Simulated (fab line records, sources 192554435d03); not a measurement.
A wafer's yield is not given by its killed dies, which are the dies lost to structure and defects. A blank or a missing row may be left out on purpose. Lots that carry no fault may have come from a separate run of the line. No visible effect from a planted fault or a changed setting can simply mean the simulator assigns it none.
What tool caused it? :: flow n5_finfet :: 32 wafers from 12 lots sampled at 5 of the route's 1938 steps

== WHAT THE GAUGES SHOWED, per wafer ==
N5_BEOL_M4_RC_MEAS_101.
lot: L239
measured: day 7 20:53
on: prober-01
DIBL_N (mV/V): 40.7 39.1
DIBL_P (mV/V): 40.5 38.7
IOFF_N (nA/um): 0.246 0.186
IOFF_P (nA/um): 0.30 0.25
ION_N (uA/um): 688 671
ION_P (uA/um): 472 466
SS_N (mV/dec): 71.9 72.2
SS_P (mV/dec): 73.7 74.2
VT_N (mV): 243 247
VT_P (mV): -246 -248

lot: L241
measured: day 8 04:13
on: prober-01
DIBL_N (mV/V): 32.7 35.3
DIBL_P (mV/V): 32.0 35.6
IOFF_N (nA/um): 0.112 0.149
IOFF_P (nA/um): 0.15 0.19
ION_N (uA/um): 668 671
ION_P (uA/um): 454 462
SS_N (mV/dec): 70.4 71.5
SS_P (mV/dec): 72.0 72.9
VT_N (mV): 253 249
VT_P (mV): -257 -253

lot: L242
measured: day 9 01:31
on: prober-01
DIBL_N (mV/V): 37.0 38.2 39.1
DIBL_P (mV/V): 35.5 37.4 37.2
IOFF_N (nA/um): 0.146 0.175 0.185
IOFF_P (nA/um): 0.23 0.26 0.27
ION_N (uA/um): 678 678 683
ION_P (uA/um): 464 474 467
SS_N (mV/dec): 71.7 71.3 72.3
SS_P (mV/dec): 72.9 73.4 73.3
VT_N (mV): 249 247 247
VT_P (mV): -247 -245 -243

lot: L243
measured: day 9 08:10
on: prober-01
DIBL_N (mV/V): 33.3 34.5 34.5
DIBL_P (mV/V): 33.7 34.8 33.9
IOFF_N (nA/um): 0.114 0.136 0.139
IOFF_P (nA/um): 0.15 0.17 0.16
ION_N (uA/um): 660 679 669
ION_P (uA/um): 456 470 457
SS_N (mV/dec): 70.6 70.5 71.2
SS_P (mV/dec): 72.6 72.8 73.1
VT_N (mV): 256 255 252
VT_P (mV): -255 -252 -254

lot: L244
measured: day 9 10:43
on: prober-02
DIBL_N (mV/V): 37.8 38.3 40.5
DIBL_P (mV/V): 37.0 36.7 40.7
IOFF_N (nA/um): 0.155 0.152 0.222
IOFF_P (nA/um): 0.22 0.22 0.30
ION_N (uA/um): 679 662 699
ION_P (uA/um): 473 469 477
SS_N (mV/dec): 71.5 71.8 72.4
SS_P (mV/dec): 73.6 73.4 74.5
VT_N (mV): 251 253 246
VT_P (mV): -249 -248 -244

lot: L252
measured: day 11 02:11
on: prober-01
DIBL_N (mV/V): 37.0 36.2 37.1
DIBL_P (mV/V): 36.9 37.5 37.5
IOFF_N (nA/um): 0.165 0.169 0.171
IOFF_P (nA/um): 0.19 0.20 0.20
ION_N (uA/um): 680 685 691
ION_P (uA/um): 460 469 471
SS_N (mV/dec): 72.2 71.6 72.1
SS_P (mV/dec): 73.3 73.2 74.1
VT_N (mV): 249 251 249
VT_P (mV): -254 -252 -256

lot: L253
measured: day 11 05:39
on: prober-01
DIBL_N (mV/V): 37.1 36.4 37.3
DIBL_P (mV/V): 37.1 36.7 37.1
IOFF_N (nA/um): 0.172 0.171 0.188
IOFF_P (nA/um): 0.22 0.21 0.21
ION_N (uA/um): 685 678 676
ION_P (uA/um): 467 462 463
SS_N (mV/dec): 71.9 72.1 71.7
SS_P (mV/dec): 73.7 73.8 73.6
VT_N (mV): 251 249 249
VT_P (mV): -254 -251 -252

lot: L254
measured: day 12 11:51
on: prober-01
DIBL_N (mV/V): 39.2 36.6 36.7
DIBL_P (mV/V): 41.0 37.4 37.9
IOFF_N (nA/um): 0.242 0.177 0.181
IOFF_P (nA/um): 0.30 0.23 0.24
ION_N (uA/um): 688 682 679
ION_P (uA/um): 471 470 469
SS_N (mV/dec): 72.4 72.3 72.8
SS_P (mV/dec): 74.4 73.9 73.5
VT_N (mV): 243 247 247
VT_P (mV): -245 -248 -246

lot: L255
measured: day 12 13:32
on: prober-01
DIBL_N (mV/V): 35.6 36.2 33.8
DIBL_P (mV/V): 35.3 35.9 34.1
IOFF_N (nA/um): 0.145 0.151 0.119
IOFF_P (nA/um): 0.19 0.20 0.16
ION_N (uA/um): 679 674 669
ION_P (uA/um): 464 459 461
SS_N (mV/dec): 71.6 71.7 70.7
SS_P (mV/dec): 72.9 73.0 71.9
VT_N (mV): 250 250 253
VT_P (mV): -253 -252 -253

lot: L260
measured: day 13 12:34
on: prober-02
DIBL_N (mV/V): 34.3 34.5
DIBL_P (mV/V): 34.8 34.4
IOFF_N (nA/um): 0.135 0.128
IOFF_P (nA/um): 0.20 0.18
ION_N (uA/um): 665 665
ION_P (uA/um): 463 462
SS_N (mV/dec): 71.1 70.9
SS_P (mV/dec): 73.0 73.1
VT_N (mV): 251 253
VT_P (mV): -249 -252

lot: L261
measured: day 13 18:03
on: prober-01
DIBL_N (mV/V): 36.7 35.5
DIBL_P (mV/V): 35.4 34.4
IOFF_N (nA/um): 0.172 0.151
IOFF_P (nA/um): 0.21 0.20
ION_N (uA/um): 682 684
ION_P (uA/um): 463 465
SS_N (mV/dec): 71.5 71.0
SS_P (mV/dec): 73.3 73.7
VT_N (mV): 247 246
VT_P (mV): -250 -248

lot: L262
measured: day 13 21:29
on: prober-02
DIBL_N (mV/V): 36.5 35.6 36.0
DIBL_P (mV/V): 36.4 35.2 35.8
IOFF_N (nA/um): 0.155 0.144 0.139
IOFF_P (nA/um): 0.19 0.16 0.17
ION_N (uA/um): 671 678 670
ION_P (uA/um): 453 456 452
SS_N (mV/dec): 72.0 71.4 71.6
SS_P (mV/dec): 73.5 73.4 73.5
VT_N (mV): 250 251 249
VT_P (mV): -254 -257 -253

== WHICH TOOL RAN EACH LOT (tool, then ch and the chambers of the sampled wafers, then the start) ==
lot: L239
N5_BEOL_M1_SURFACE_TREAT_85: pvd_sputter-02, day 6 07:30
N5_BEOL_M1_SPUTTER_79: pvd_sputter-03, day 6 08:20
N5_BEOL_M1_ANNEAL_87: pvd_sputter-03, day 6 09:22
N5_BEOL_M1_SPUTTER_90: pvd_sputter-03, day 6 10:05

lot: L241
N5_BEOL_M1_SURFACE_TREAT_85: pvd_sputter-02, day 6 19:28
N5_BEOL_M1_SPUTTER_79: pvd_sputter-02, day 6 21:34
N5_BEOL_M1_ANNEAL_87: pvd_sputter-02, day 6 22:05
N5_BEOL_M1_SPUTTER_90: pvd_sputter-02, day 6 22:27

lot: L242
N5_BEOL_M1_SURFACE_TREAT_85: pvd_sputter-01, day 7 02:21
N5_BEOL_M1_SPUTTER_79: pvd_sputter-03, day 7 03:54
N5_BEOL_M1_ANNEAL_87: pvd_sputter-03, day 7 04:25
N5_BEOL_M1_SPUTTER_90: pvd_sputter-03, day 7 04:47

lot: L243
N5_BEOL_M1_SURFACE_TREAT_85: pvd_sputter-03, day 7 09:00
N5_BEOL_M1_SPUTTER_79: pvd_sputter-01, day 7 09:26
N5_BEOL_M1_ANNEAL_87: pvd_sputter-01, day 7 09:58
N5_BEOL_M1_SPUTTER_90: pvd_sputter-01, day 7 10:19

lot: L244
N5_BEOL_M1_SURFACE_TREAT_85: pvd_sputter-03, day 7 09:16
N5_BEOL_M1_SPUTTER_79: pvd_sputter-03, day 7 09:56
N5_BEOL_M1_ANNEAL_87: pvd_sputter-03, day 7 10:28
N5_BEOL_M1_SPUTTER_90: pvd_sputter-03, day 7 10:49

lot: L252
N5_BEOL_M1_SURFACE_TREAT_85: pvd_sputter-02, day 9 17:14
N5_BEOL_M1_SPUTTER_79: pvd_sputter-02, day 9 17:40
N5_BEOL_M1_ANNEAL_87: pvd_sputter-02, day 9 18:11
N5_BEOL_M1_SPUTTER_90: pvd_sputter-02, day 9 18:33

lot: L253
N5_BEOL_M1_SURFACE_TREAT_85: pvd_sputter-01, day 9 22:56
N5_BEOL_M1_SPUTTER_79: pvd_sputter-03, day 9 23:28
N5_BEOL_M1_ANNEAL_87: pvd_sputter-03, day 9 23:59
N5_BEOL_M1_SPUTTER_90: pvd_sputter-03, day 10 00:20

lot: L254
N5_BEOL_M1_SURFACE_TREAT_85: pvd_sputter-02, day 10 10:12
N5_BEOL_M1_SPUTTER_79: pvd_sputter-03, day 10 10:46
N5_BEOL_M1_ANNEAL_87: pvd_sputter-03, day 10 11:17
N5_BEOL_M1_SPUTTER_90: pvd_sputter-03, day 10 11:39

lot: L255
N5_BEOL_M1_SURFACE_TREAT_85: pvd_sputter-02, day 10 11:28
N5_BEOL_M1_SPUTTER_79: pvd_sputter-02, day 10 11:56
N5_BEOL_M1_ANNEAL_87: pvd_sputter-02, day 10 12:27
N5_BEOL_M1_SPUTTER_90: pvd_sputter-02, day 10 12:49

lot: L260
N5_BEOL_M1_SURFACE_TREAT_85: pvd_sputter-01, day 11 19:34
N5_BEOL_M1_SPUTTER_79: pvd_sputter-03, day 11 20:04
N5_BEOL_M1_ANNEAL_87: pvd_sputter-03, day 11 20:35
N5_BEOL_M1_SPUTTER_90: pvd_sputter-03, day 11 20:57

lot: L261
N5_BEOL_M1_SURFACE_TREAT_85: pvd_sputter-03, day 11 22:23
N5_BEOL_M1_SPUTTER_79: pvd_sputter-03, day 11 23:01
N5_BEOL_M1_ANNEAL_87: pvd_sputter-03, day 11 23:32
N5_BEOL_M1_SPUTTER_90: pvd_sputter-03, day 11 23:53

lot: L262
N5_BEOL_M1_SURFACE_TREAT_85: pvd_sputter-01, day 11 22:41
N5_BEOL_M1_SPUTTER_79: pvd_sputter-02, day 12 00:34
N5_BEOL_M1_ANNEAL_87: pvd_sputter-02, day 12 01:05
N5_BEOL_M1_SPUTTER_90: pvd_sputter-02, day 12 01:27
- N5_BEOL_M1_SURFACE_TREAT_85
- N5_BEOL_M1_SPUTTER_79: material Cu, target thk 4.5 nm, time 8.29 s.
- N5_BEOL_M1_ANNEAL_87: time 240 s.
- N5_BEOL_M1_SPUTTER_90: material Cu, target thk 4.5 nm, time 8.29 s.

== WHAT THE TOOLS THEMSELVES READ (means of the sampled wafers that have a number; where no wafer has one, the mark that the record gives instead) ==
N5_BEOL_M1_SPUTTER_79.
lot: L239
tool: pvd_sputter-03
throttle_valve_pct (%): 30.2

lot: L241
tool: pvd_sputter-02
throttle_valve_pct (%): 29.4

lot: L242
tool: pvd_sputter-03
throttle_valve_pct (%): 30.3

lot: L243
tool: pvd_sputter-01
throttle_valve_pct (%): 30.7

lot: L244
tool: pvd_sputter-03
throttle_valve_pct (%): 30.8

lot: L252
tool: pvd_sputter-02
throttle_valve_pct (%): 29.3

lot: L253
tool: pvd_sputter-03
throttle_valve_pct (%): 29.8

lot: L254
tool: pvd_sputter-03
throttle_valve_pct (%): 29.8

lot: L255
tool: pvd_sputter-02
throttle_valve_pct (%): 30.0

lot: L260
tool: pvd_sputter-03
throttle_valve_pct (%): 29.7

lot: L261
tool: pvd_sputter-03
throttle_valve_pct (%): 29.8

lot: L262
tool: pvd_sputter-02
throttle_valve_pct (%): 29.8

N5_BEOL_M1_ANNEAL_87.
lot: L239
tool: pvd_sputter-03
heater_power_w (W): 826
susceptor_temp_C (C): 399.95
susceptor_temp_C_max: 401.4

lot: L241
tool: pvd_sputter-02
heater_power_w (W): 762
susceptor_temp_C (C): 400.02
susceptor_temp_C_max: 400.7

lot: L242
tool: pvd_sputter-03
heater_power_w (W): 876
susceptor_temp_C (C): 399.95
susceptor_temp_C_max: 400.9

lot: L243
tool: pvd_sputter-01
heater_power_w (W): 894
susceptor_temp_C (C): 399.84
susceptor_temp_C_max: 400.9

lot: L244
tool: pvd_sputter-03
heater_power_w (W): 867
susceptor_temp_C (C): 400.07
susceptor_temp_C_max: 401.1

lot: L252
tool: pvd_sputter-02
heater_power_w (W): 795
susceptor_temp_C (C): 400.05
susceptor_temp_C_max: 401.0

lot: L253
tool: pvd_sputter-03
heater_power_w (W): -
susceptor_temp_C (C): -
susceptor_temp_C_max: -

lot: L254
tool: pvd_sputter-03
heater_power_w (W): -
susceptor_temp_C (C): -
susceptor_temp_C_max: -

lot: L255
tool: pvd_sputter-02
heater_power_w (W): -
susceptor_temp_C (C): -
susceptor_temp_C_max: -

lot: L260
tool: pvd_sputter-03
heater_power_w (W): 840
susceptor_temp_C (C): 400.20
susceptor_temp_C_max: 401.2

lot: L261
tool: pvd_sputter-03
heater_power_w (W): 856
susceptor_temp_C (C): 400.04
susceptor_temp_C_max: 401.0

lot: L262
tool: pvd_sputter-02
heater_power_w (W): 775
susceptor_temp_C (C): 399.73
susceptor_temp_C_max: 400.7

N5_BEOL_M1_SPUTTER_90.
lot: L239
tool: pvd_sputter-03
throttle_valve_pct (%): 30.2

lot: L241
tool: pvd_sputter-02
throttle_valve_pct (%): 29.2

lot: L242
tool: pvd_sputter-03
throttle_valve_pct (%): 30.5

lot: L243
tool: pvd_sputter-01
throttle_valve_pct (%): 30.5

lot: L244
tool: pvd_sputter-03
throttle_valve_pct (%): 30.6

lot: L252
tool: pvd_sputter-02
throttle_valve_pct (%): 29.2

lot: L253
tool: pvd_sputter-03
throttle_valve_pct (%): 29.9

lot: L254
tool: pvd_sputter-03
throttle_valve_pct (%): 29.8

lot: L255
tool: pvd_sputter-02
throttle_valve_pct (%): 30.0

lot: L260
tool: pvd_sputter-03
throttle_valve_pct (%): 29.7

lot: L261
tool: pvd_sputter-03
throttle_valve_pct (%): 29.7

lot: L262
tool: pvd_sputter-02
throttle_valve_pct (%): 29.5

== THE ANSWER, worked out from the rows above alone ==
Rule: usual is defined by the lots themselves. The widest of any qualifying gaps counts: lots, ordered by their means at a reading, are off when they make up no more than a third of the lots, leave a main group of 4 or more, and stand apart from it by 3 or more times the standard deviation of that group's means. Not used: any main group whose means are identical at the precision the tables above print for the reading. A lot without any number at a reading at which 4 lots or more have one is off too. Any other lot the step has rows for is counted as sound. Order of review: gauges by route order, followed by the tools' own readings, for which a lot's mean as printed above is used. The first step at which some lot is off is used, and at that step the reading that is off furthest; a lot without a number counts as furthest.
Off: L253, L254, L255 (N5_BEOL_M1_ANNEAL_87, heater_power_w). Without a number there: L253, L254, L255. Mean 832 W and standard deviation 44 in the main group.
A tool fits if, at that step or a process step before it, it ran every lot that is off, and no sound lot after the first of them. Of those tried, none fits.

== WHAT THE SIMULATOR PUT IN ==
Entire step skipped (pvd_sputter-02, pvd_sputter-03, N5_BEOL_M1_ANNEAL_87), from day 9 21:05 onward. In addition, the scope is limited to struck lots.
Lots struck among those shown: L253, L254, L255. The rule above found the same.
